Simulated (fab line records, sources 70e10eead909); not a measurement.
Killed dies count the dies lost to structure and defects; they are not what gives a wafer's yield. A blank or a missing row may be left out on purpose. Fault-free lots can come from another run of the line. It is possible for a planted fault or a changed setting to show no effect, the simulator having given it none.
Which tool did it? :: flow nandHarc :: 14 lots, 42 wafers sampled, at 4 steps of a route of 1302

WHAT EACH GAUGE READ, for each wafer
The record lacks any reading of a measuring or inspecting step that a usual standard deviation could be used to judge.

WHAT TOOL EACH LOT RAN ON (gives the tool, then ch and the chambers of the sampled wafers, and finally the start)
lot: L267
NHARC_A_BLC_CVD_24: cvdW-02 ch 0,1, day 23 02:20 or earlier
NHARC_A_M0_ETCH_15: rieDiel-08 ch 1,2, day 23 02:20 or earlier
NHARC_A_M0_PVD_21: pvdSputter-02, day 23 02:20
NHARC_A_M0_PRE_CLEAN_31: pecvd-03 ch 1,2, day 23 03:46

lot: L270
NHARC_A_BLC_CVD_24: cvdW-01 ch 0,1, day 23 21:47 or earlier
NHARC_A_M0_ETCH_15: rieDiel-07 ch 1,2,3, day 23 21:47 or earlier
NHARC_A_M0_PVD_21: pvdSputter-03, day 23 21:47
NHARC_A_M0_PRE_CLEAN_31: pecvd-04 ch 0,1, day 23 23:09

lot: L269
NHARC_A_BLC_CVD_24: cvdW-02 ch 0,1, day 24 03:16 or earlier
NHARC_A_M0_ETCH_15: rieDiel-08 ch 0,1,2, day 24 03:16 or earlier
NHARC_A_M0_PVD_21: pvdSputter-02, day 24 03:16
NHARC_A_M0_PRE_CLEAN_31: pecvd-04 ch 1,2, day 24 04:41

lot: L272
NHARC_A_BLC_CVD_24: cvdW-02 ch 0,1, day 24 08:35 or earlier
NHARC_A_M0_ETCH_15: rieDiel-05 ch 1,3, day 24 08:35 or earlier
NHARC_A_M0_PVD_21: pvdSputter-03, day 24 08:35
NHARC_A_M0_PRE_CLEAN_31: pecvd-01 ch 0,1, day 24 10:00

lot: L271
NHARC_A_BLC_CVD_24: cvdW-01 ch 0, day 24 11:21 or earlier
NHARC_A_M0_ETCH_15: rieDiel-08 ch 1,2,3, day 24 11:21 or earlier
NHARC_A_M0_PVD_21: pvdSputter-03, day 24 11:21
NHARC_A_M0_PRE_CLEAN_31: pecvd-04 ch 0,1, day 24 12:44

lot: L280
NHARC_A_BLC_CVD_24: cvdW-02 ch 0,1, day 27 07:31 or earlier
NHARC_A_M0_ETCH_15: rieDiel-07 ch 1,2,3, day 27 07:31 or earlier
NHARC_A_M0_PVD_21: pvdSputter-02, day 27 07:31
NHARC_A_M0_PRE_CLEAN_31: pecvd-03 ch 0,2, day 27 08:56

lot: L279
NHARC_A_BLC_CVD_24: cvdW-02 ch 0,1, day 27 09:06 or earlier
NHARC_A_M0_ETCH_15: rieDiel-07 ch 0,1, day 27 09:06 or earlier
NHARC_A_M0_PVD_21: pvdSputter-01, day 27 09:06
NHARC_A_M0_PRE_CLEAN_31: pecvd-01 ch 0,1, day 27 10:29

lot: L281
NHARC_A_BLC_CVD_24: cvdW-01 ch 0,1, day 28 22:56 or earlier
NHARC_A_M0_ETCH_15: rieDiel-07 ch 0,1,3, day 28 22:56 or earlier
NHARC_A_M0_PVD_21: pvdSputter-03, day 28 22:56
NHARC_A_M0_PRE_CLEAN_31: pecvd-03 ch 0,1, day 29 00:20

lot: L283
NHARC_A_BLC_CVD_24: cvdW-02 ch 0,1, day 29 21:12 or earlier
NHARC_A_M0_ETCH_15: rieDiel-08 ch 0,1,2, day 29 21:12 or earlier
NHARC_A_M0_PVD_21: pvdSputter-01, day 29 21:12
NHARC_A_M0_PRE_CLEAN_31: pecvd-04 ch 0,1,2, day 29 22:37

lot: L285
NHARC_A_BLC_CVD_24: cvdW-01 ch 0,1, day 30 11:48 or earlier
NHARC_A_M0_ETCH_15: rieDiel-08 ch 0,2,3, day 30 11:48 or earlier
NHARC_A_M0_PVD_21: pvdSputter-01, day 30 11:48
NHARC_A_M0_PRE_CLEAN_31: pecvd-03 ch 1,2, day 30 13:13

lot: L288
NHARC_A_BLC_CVD_24: cvdW-02 ch 0,1, day 31 02:20 or earlier
NHARC_A_M0_ETCH_15: rieDiel-05 ch 1,2,3, day 31 02:20 or earlier
NHARC_A_M0_PVD_21: pvdSputter-03, day 31 02:20
NHARC_A_M0_PRE_CLEAN_31: pecvd-04 ch 0,1, day 31 03:46

lot: L287
NHARC_A_BLC_CVD_24: cvdW-02 ch 0,1, day 31 05:31 or earlier
NHARC_A_M0_ETCH_15: rieDiel-07 ch 0,1,3, day 31 05:31 or earlier
NHARC_A_M0_PVD_21: pvdSputter-03, day 31 05:31
NHARC_A_M0_PRE_CLEAN_31: pecvd-03 ch 0,1,2, day 31 06:55

lot: L289
NHARC_A_BLC_CVD_24: cvdW-02 ch 0,1, day 31 23:11 or earlier
NHARC_A_M0_ETCH_15: rieDiel-07 ch 1,2,3, day 31 23:11 or earlier
NHARC_A_M0_PVD_21: pvdSputter-03, day 31 23:11
NHARC_A_M0_PRE_CLEAN_31: pecvd-04 ch 0,1,2, day 32 00:37

lot: L290
NHARC_A_BLC_CVD_24: cvdW-01 ch 0,1, day 32 00:18 or earlier
NHARC_A_M0_ETCH_15: rieDiel-05 ch 0,1, day 32 00:18 or earlier
NHARC_A_M0_PVD_21: pvdSputter-01, day 32 00:18
NHARC_A_M0_PRE_CLEAN_31: pecvd-04 ch 0,1,2, day 32 01:43
- NHARC_A_BLC_CVD_24: deposits W, target thk 150 nm, time 434 s.
- NHARC_A_M0_ETCH_15: etches the open film in C4F8/Ar, target depth 150 nm, overetch 15 nm, time 82.5 s.
- NHARC_A_M0_PVD_21: deposits Cu, target thk 30 nm, time 20.49 s.
- NHARC_A_M0_PRE_CLEAN_31: time 12 s.

WHAT THE TOOLS THEMSELVES READ (means of the sampled wafers that have a number; where no wafer has one, the mark that the record gives instead)
NHARC_A_BLC_CVD_24.
lot: L267
tool: cvdW-02
heaterPowerW (W): 464
throttleValvePct (%): 7.77

lot: L270
tool: cvdW-01
heaterPowerW (W): 508
throttleValvePct (%): 7.92

lot: L269
tool: cvdW-02
heaterPowerW (W): 493
throttleValvePct (%): 7.85

lot: L272
tool: cvdW-02
heaterPowerW (W): 465
throttleValvePct (%): 8.00

lot: L271
tool: cvdW-01
heaterPowerW (W): 506
throttleValvePct (%): 7.65

lot: L280
tool: cvdW-02
heaterPowerW (W): 469
throttleValvePct (%): 8.06

lot: L279
tool: cvdW-02
heaterPowerW (W): 490
throttleValvePct (%): 7.93

lot: L281
tool: cvdW-01
heaterPowerW (W): 508
throttleValvePct (%): 7.75

lot: L283
tool: cvdW-02
heaterPowerW (W): 511
throttleValvePct (%): 8.17

lot: L285
tool: cvdW-01
heaterPowerW (W): 509
throttleValvePct (%): 7.88

lot: L288
tool: cvdW-02
heaterPowerW (W): 490
throttleValvePct (%): 8.16

lot: L287
tool: cvdW-02
heaterPowerW (W): 500
throttleValvePct (%): 8.06

lot: L289
tool: cvdW-02
heaterPowerW (W): 475
throttleValvePct (%): 8.10

lot: L290
tool: cvdW-01
heaterPowerW (W): 494
throttleValvePct (%): 7.56

NHARC_A_M0_ETCH_15.
lot: L267
tool: rieDiel-08
oesProductAu (a.u.): 0.928
rfVppV (V): 437.2

lot: L270
tool: rieDiel-07
oesProductAu (a.u.): 0.969
rfVppV (V): 439.8

lot: L269
tool: rieDiel-08
oesProductAu (a.u.): 0.965
rfVppV (V): 437.3

lot: L272
tool: rieDiel-05
oesProductAu (a.u.): 0.933
rfVppV (V): 438.3

lot: L271
tool: rieDiel-08
oesProductAu (a.u.): 0.973
rfVppV (V): 437.0

lot: L280
tool: rieDiel-07
oesProductAu (a.u.): 0.925
rfVppV (V): 440.0

lot: L279
tool: rieDiel-07
oesProductAu (a.u.): 0.964
rfVppV (V): 437.7

lot: L281
tool: rieDiel-07
oesProductAu (a.u.): 0.958
rfVppV (V): 441.7

lot: L283
tool: rieDiel-08
oesProductAu (a.u.): 0.975
rfVppV (V): 437.2

lot: L285
tool: rieDiel-08
oesProductAu (a.u.): 0.927
rfVppV (V): 436.9

lot: L288
tool: rieDiel-05
oesProductAu (a.u.): 0.966
rfVppV (V): 438.5

lot: L287
tool: rieDiel-07
oesProductAu (a.u.): 0.953
rfVppV (V): 440.5

lot: L289
tool: rieDiel-07
oesProductAu (a.u.): 0.913
rfVppV (V): 439.4

lot: L290
tool: rieDiel-05
oesProductAu (a.u.): 0.926
rfVppV (V): 438.9

NHARC_A_M0_PVD_21.
lot: L267
tool: pvdSputter-02
cathodeDcPowerW (W): 4999.1
chamberPressurePa (Pa): 5.005
substrateTempC (C): 29.99
throttleValvePct (%): 30.8

lot: L270
tool: pvdSputter-03
cathodeDcPowerW (W): 4999.4
chamberPressurePa (Pa): 4.994
substrateTempC (C): 30.02
throttleValvePct (%): 30.1

lot: L269
tool: pvdSputter-02
cathodeDcPowerW (W): 4999.6
chamberPressurePa (Pa): 5.001
substrateTempC (C): 29.90
throttleValvePct (%): 31.2

lot: L272
tool: pvdSputter-03
cathodeDcPowerW (W): -
chamberPressurePa (Pa): -
substrateTempC (C): -
throttleValvePct (%): -

lot: L271
tool: pvdSputter-03
cathodeDcPowerW (W): -
chamberPressurePa (Pa): -
substrateTempC (C): -
throttleValvePct (%): -

lot: L280
tool: pvdSputter-02
cathodeDcPowerW (W): 5000.2
chamberPressurePa (Pa): 5.004
substrateTempC (C): 29.94
throttleValvePct (%): 30.7

lot: L279
tool: pvdSputter-01
cathodeDcPowerW (W): 4999.7
chamberPressurePa (Pa): 5.005
substrateTempC (C): 29.96
throttleValvePct (%): 30.4

lot: L281
tool: pvdSputter-03
cathodeDcPowerW (W): 4999.5
chamberPressurePa (Pa): 5.005
substrateTempC (C): 29.92
throttleValvePct (%): 29.0

lot: L283
tool: pvdSputter-01
cathodeDcPowerW (W): 4999.3
chamberPressurePa (Pa): 5.007
substrateTempC (C): 29.98
throttleValvePct (%): 29.4

lot: L285
tool: pvdSputter-01
cathodeDcPowerW (W): 4999.6
chamberPressurePa (Pa): 4.996
substrateTempC (C): 30.03
throttleValvePct (%): 30.9

lot: L288
tool: pvdSputter-03
cathodeDcPowerW (W): 5000.1
chamberPressurePa (Pa): 5.000
substrateTempC (C): 30.05
throttleValvePct (%): 31.0

lot: L287
tool: pvdSputter-03
cathodeDcPowerW (W): 5000.4
chamberPressurePa (Pa): 4.999
substrateTempC (C): 29.95
throttleValvePct (%): 30.4

lot: L289
tool: pvdSputter-03
cathodeDcPowerW (W): 5000.0
chamberPressurePa (Pa): 5.003
substrateTempC (C): 30.07
throttleValvePct (%): 30.2

lot: L290
tool: pvdSputter-01
cathodeDcPowerW (W): 5000.5
chamberPressurePa (Pa): 4.994
substrateTempC (C): 29.93
throttleValvePct (%): 29.7

NHARC_A_M0_PRE_CLEAN_31.
lot: L267
tool: pecvd-03
heaterPowerW (W): 591

lot: L270
tool: pecvd-04
heaterPowerW (W): 653

lot: L269
tool: pecvd-04
heaterPowerW (W): 495

lot: L272
tool: pecvd-01
heaterPowerW (W): 631

lot: L271
tool: pecvd-04
heaterPowerW (W): 618

lot: L280
tool: pecvd-03
heaterPowerW (W): 680

lot: L279
tool: pecvd-01
heaterPowerW (W): 661

lot: L281
tool: pecvd-03
heaterPowerW (W): 725

lot: L283
tool: pecvd-04
heaterPowerW (W): 574

lot: L285
tool: pecvd-03
heaterPowerW (W): 606

lot: L288
tool: pecvd-04
heaterPowerW (W): 528

lot: L287
tool: pecvd-03
heaterPowerW (W): 653

lot: L289
tool: pecvd-04
heaterPowerW (W): 590

lot: L290
tool: pecvd-04
heaterPowerW (W): 612

THE ANSWER, worked out from the rows above alone
Rule: usual is defined by the lots themselves. The widest of any qualifying gaps counts: lots, ordered by their means at a reading, are off when they make up no more than a third of the lots, leave a main group of 4 or more, and stand apart from it by 3 or more times the standard deviation of that group's means. A main group whose means are all the same, to the digits that the tables above print for the reading, isn't used. Also off: a lot with no number at a reading for which 4 or more lots have one. The other lots that the step has rows for count as sound. Order of review: gauges by route order, followed by the tools' own readings, for which a lot's mean as printed above is used. At the first step where some lot is off, the reading lying furthest off is the one used; lots without a number count as furthest.
Off: L272, L271, at NHARC_A_M0_PVD_21 (cathodeDcPowerW). Without a number there: L272, L271. The main group: mean 4999.8 W, standard deviation 0.43.
A tool fits if, at that step or a process step before it, it ran every lot that is off, and no sound lot after the first of them. With no start given for some of its lots, NHARC_A_BLC_CVD_24 uses the hours and lot order of NHARC_A_M0_PVD_21. With no start given for some of its lots, NHARC_A_M0_ETCH_15 uses the hours and lot order of NHARC_A_M0_PVD_21. None of those tried fits.

WHAT THE SIMULATOR PUT IN
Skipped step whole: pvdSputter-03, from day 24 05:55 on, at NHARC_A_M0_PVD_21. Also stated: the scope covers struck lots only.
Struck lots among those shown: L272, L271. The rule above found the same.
